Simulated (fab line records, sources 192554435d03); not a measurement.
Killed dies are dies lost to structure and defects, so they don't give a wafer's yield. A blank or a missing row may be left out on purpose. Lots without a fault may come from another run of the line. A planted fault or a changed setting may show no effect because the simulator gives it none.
Chamber matching | flow n5_finfet | N5_HKMG_FIN_CVD_62 on thermal_cvd_si-02: 3 sister chambers
The step deposits a-Si from Si2H6, target thk 3 nm, time 20.8 s. 6 wafers are shown with their chamber, then 8 later ones without.

WAFERS WITH THEIR CHAMBER
wafer  | chamber | heater_power_w (W) | chamber_pressure_Torr (Torr)
L354.4 | 1       | 1502               | 0.9986
L354.6 | 2       | 1401               | 0.9968
L356.2 | 0       | 1417               | 0.9995
L356.3 | 2       | 1432               | 1.0008
L356.5 | 1       | 1494               | 1.0015
L358.1 | 0       | 1407               | 1.0016

WAFERS WITHOUT THEIR CHAMBER
wafer  | heater_power_w (W) | chamber_pressure_Torr (Torr)
L358.3 | 1498               | 0.9998
L358.6 | 1379               | 0.9998
L364.2 | 1503               | 0.9980
L364.3 | 1399               | 0.9990
L364.5 | 1429               | 0.9997
L366.1 | 1417               | 0.9997
L366.4 | 1420               | 1.0001
L366.5 | 1426               | 1.0000

WHICH CHAMBER EACH WENT THROUGH
wafer  | from the rows above     | in truth
L358.3 | 1                       | 1
L358.6 | can't be placed: 0 or 2 | 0
L364.2 | 1                       | 1
L364.3 | can't be placed: 0 or 2 | 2
L364.5 | can't be placed: 2 or 0 | 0
L366.1 | can't be placed: 2 or 0 | 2
L366.4 | can't be placed: 0 or 2 | 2
L366.5 | can't be placed: 2 or 0 | 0
Placed correctly: 2 of 8. Can't be placed from these rows: 6 (the true chamber is among the candidates in 6). Placed wrongly: 0.
How it was worked out, from the rows above alone: a wafer's distance from a chamber is the root of the sum, over the readings, of the square of ((its reading less the chamber's mean) divided by the reading's scatter). The wafer belongs to the nearest chamber; if the next one is less than 2 further off, it can't be placed. A chamber's mean is the mean of its shown wafers. The scatter: the root of (the sum of the squares of (reading less its chamber's mean) over the shown wafers, divided by (wafers less chambers)).
